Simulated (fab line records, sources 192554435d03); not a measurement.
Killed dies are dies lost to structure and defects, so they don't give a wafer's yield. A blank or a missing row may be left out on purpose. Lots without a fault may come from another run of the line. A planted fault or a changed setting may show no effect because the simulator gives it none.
Chamber matching | flow n5_finfet | N5_DUMMY_GATE_ETCH_44 on rie_si-04: 4 sister chambers
The step etches poly-Si in HBr/O2, stops on SiO2, target depth 127.5 nm. 4 wafers are shown with their chamber, then 9 later ones without.

WAFERS WITH THEIR CHAMBER
wafer  | chamber | throttle_valve_pct (%)
L079.2 | 3       | 18.16
L090.3 | 1       | 18.65
L090.4 | 0       | 18.41
L090.6 | 2       | 18.68

WAFERS WITHOUT THEIR CHAMBER
wafer  | throttle_valve_pct (%)
L091.1 | 18.42
L091.2 | 18.68
L091.6 | 18.15
L094.1 | 18.40
L094.4 | 18.14
L094.6 | 18.40
L096.3 | 18.14
L096.4 | 18.41
L096.6 | 18.16

WHICH CHAMBER EACH WENT THROUGH
wafer  | from the rows above | in truth
L091.1 | 0                   | 0
L091.2 | 2                   | 2
L091.6 | 3                   | 3
L094.1 | 0                   | 0
L094.4 | 3                   | 3
L094.6 | 0                   | 0
L096.3 | 3                   | 3
L096.4 | 0                   | 0
L096.6 | 3                   | 3
Placed correctly: 9 of 9. Can't be placed from these rows: 0. Placed wrongly: 0.
How it was worked out, from the rows above alone: a wafer's distance from a chamber is the root of the sum, over the readings, of the square of ((its reading less the chamber's mean) divided by the reading's scatter). The wafer belongs to the nearest chamber; if the next one is less than 2 further off, it can't be placed. A chamber's mean is the mean of its shown wafers. The scatter: with one shown wafer a chamber, the root of the mean of the squares of how far each hidden wafer lies from its nearest shown one.
